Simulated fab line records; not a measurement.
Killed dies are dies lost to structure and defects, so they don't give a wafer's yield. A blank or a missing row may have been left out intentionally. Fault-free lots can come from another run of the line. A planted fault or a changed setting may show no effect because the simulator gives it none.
Chamber matching -- flow n5_finfet -- N5_DUMMY_GATE_ETCH_37 on rie_diel-03 has 4 sister chambers
The step etches SOC in N2/H2, target depth 60 nm, overetch 30 nm. 4 wafers are shown with their chamber, then 8 later ones without.

== WAFERS, EACH WITH ITS CHAMBER ==
wafer,chamber,showerhead_plenum_p_Torr (Torr)
L082.5,1,2.53
L082.6,2,2.53
L083.5,3,2.70
L093.1,0,2.64

== WAFERS MISSING THEIR CHAMBER ==
wafer,showerhead_plenum_p_Torr (Torr)
L093.2,2.52
L093.3,2.52
L093.4,2.70
L093.5,2.70
L093.6,2.64
L097.2,2.51
L097.5,2.52
L097.6,2.63

== WHICH CHAMBER EACH WENT THROUGH ==
wafer,from the rows above,in truth
L093.2,can't be placed: 1 or 2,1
L093.3,can't be placed: 1 or 2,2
L093.4,3,3
L093.5,3,3
L093.6,0,0
L097.2,can't be placed: 1 or 2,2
L097.5,can't be placed: 1 or 2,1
L097.6,0,0
Placed correctly: 4 of 8. Unplaceable from these rows: 4, with the true chamber sitting among the candidates in 4. Wrongly placed: 0.
How it was worked out, from the rows above alone: a wafer's distance from a chamber is the root of the sum, over the readings, of the square of ((its reading less the chamber's mean) divided by the reading's scatter). If the next closest chamber is less than 2 further off than the closest, the wafer can't be placed; otherwise it belongs to the closest. A chamber's mean is the mean of its shown wafers. The scatter (one wafer shown for each chamber): square how far every hidden wafer sits from the nearest shown wafer, average those squares and take the square root.
